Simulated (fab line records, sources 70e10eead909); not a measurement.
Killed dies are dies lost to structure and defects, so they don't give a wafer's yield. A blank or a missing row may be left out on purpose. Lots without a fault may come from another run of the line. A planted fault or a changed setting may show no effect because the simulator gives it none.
Which tool did it? | flow nand_harc | 12 lots, 36 wafers sampled, at 1 step of a route of 1302

WHAT THE GAUGES READ, wafer by wafer
NHARC_A_WL_FILL_INSPECT_15.
lot  | measured     | on                | raw_defect_count
L075 | day 21 17:43 | defect_inspect-01 | 477 481 459
L076 | day 22 03:25 | defect_inspect-02 | 656 750 523
L079 | day 23 11:43 | defect_inspect-02 | 376 365 397
L080 | day 23 19:23 | defect_inspect-01 | 647 555 448
L082 | day 24 06:16 | defect_inspect-02 | 887 661 570
L085 | day 25 08:00 | defect_inspect-01 | 362 419 329
L087 | day 26 19:23 | defect_inspect-01 | 461 417 489
L088 | day 27 07:10 | defect_inspect-02 | 741 646 682
L090 | day 27 16:40 | defect_inspect-01 | 421 492 462
L093 | day 29 16:00 | defect_inspect-01 | 365 462 438
L095 | day 30 05:14 | defect_inspect-02 | 288 407 317
L097 | day 31 01:22 | defect_inspect-01 | 750 703 902

WHICH TOOL RAN EACH LOT (tool, then ch and the chambers of the sampled wafers, then the start)
The record holds no process step before these readings.

THE ANSWER, worked out from the rows above alone
Rule: what is usual is taken from the lots themselves. Put in order of their means at a reading, lots are off if they are a third of the lots or fewer, leave a main group of 4 or more, and stand apart from it by a gap of 3 or more times the standard deviation of the main group's means; of several such gaps the widest counts. A main group whose means are all the same, to the digits that the tables above print for the reading, isn't used. A lot without any number at a reading at which 4 lots or more have one is off too. The other lots that the step has rows for count as sound.
No lot is off at any reading shown: from this, nothing can be told.

WHAT THE SIMULATOR HAD PUT IN
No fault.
